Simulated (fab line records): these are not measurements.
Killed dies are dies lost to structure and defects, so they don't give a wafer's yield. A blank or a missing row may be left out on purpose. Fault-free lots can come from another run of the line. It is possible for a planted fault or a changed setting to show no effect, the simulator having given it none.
Chamber matching -- flow n5_finfet -- 4 sister chambers for N5_SDB_CMP_30 on cmp-04
The step polishes, stops on poly-Si, t overpolish 1.54 s, target thk 30 nm. 22 wafers are shown with their chamber, then 11 later ones without.

== WAFERS WITH THEIR CHAMBER ==
wafer,chamber,motor_current_A (A),head_pressure_psi (psi),time_to_endpoint_s (s)
L075.2,2,12.0,4.141,16.2
L075.4,0,11.9,4.151,15.9
L075.5,2,12.9,4.148,17.3
L079.1,3,13.4,4.148,18.7
L079.3,2,12.3,4.150,18.7
L079.4,0,12.1,4.132,14.6
L081.1,0,11.9,4.146,18.0
L081.2,3,14.2,4.138,17.4
L081.4,2,12.4,4.144,16.2
L085.1,2,12.3,4.143,15.3
L085.2,1,14.1,4.147,18.0
L085.6,2,12.1,4.141,17.4
L086.3,2,12.1,4.143,14.0
L086.5,2,11.7,4.137,14.3
L086.6,1,14.8,4.155,17.2
L089.1,0,12.0,4.143,14.1
L089.2,1,14.6,4.154,17.4
L089.3,2,13.0,4.154,15.3
L092.1,2,12.4,4.158,20.1
L092.2,1,14.5,4.144,19.0
L092.5,0,11.6,4.150,19.5
L093.1,3,13.6,4.148,13.8

SIGNATURES (averages over the wafers above)
reading,chamber 0,chamber 1,chamber 2,chamber 3,scatter within a chamber
motor_current_A,11.900,14.500,12.320,13.733,0.345
head_pressure_psi,4.14440,4.15000,4.14590,4.14467,0.00653
time_to_endpoint_s,16.420,17.900,16.480,16.633,1.96
Rule: for a wafer and a chamber, the distance is found by dividing, reading by reading, the gap between the wafer's reading and the chamber's mean by the reading's scatter, squaring, summing and taking the root. If the next closest chamber is less than 2 further off than the closest, the wafer can't be placed; otherwise it belongs to the closest. How the scatter is found: for the shown wafers, subtract from each reading the mean of its chamber, square and add these, divide the total by (wafers less chambers), then take the root.

== WAFERS WHOSE CHAMBER IS MISSING ==
wafer,motor_current_A (A),head_pressure_psi (psi),time_to_endpoint_s (s)
L093.4,12.1,4.178,12.8
L093.5,12.1,4.159,15.9
L094.1,13.9,4.137,16.3
L094.5,13.9,4.149,15.9
L094.6,12.8,4.154,16.8
L096.3,11.8,4.147,15.1
L096.4,13.5,4.159,17.1
L096.6,12.1,4.157,13.6
L097.3,11.6,4.150,18.6
L097.4,13.1,4.164,17.9
L097.5,13.9,4.165,17.1

== CHAMBER TAKEN BY EACH ==
wafer,from the rows above,in truth
L093.4,can't be placed: 2 or 0 or 3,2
L093.5,can't be placed: 2 or 0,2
L094.1,can't be placed: 3 or 1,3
L094.5,can't be placed: 3 or 1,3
L094.6,can't be placed: 2 or 0 or 3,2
L096.3,can't be placed: 0 or 2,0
L096.4,can't be placed: 3 or 1 or 2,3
L096.6,can't be placed: 2 or 0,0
L097.3,can't be placed: 0 or 2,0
L097.4,can't be placed: 3 or 2 or 1 or 0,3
L097.5,can't be placed: 1 or 3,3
0 of 11 placed correctly. Unplaceable from these rows: 11, with the true chamber sitting among the candidates in 11. Wrongly placed: 0.
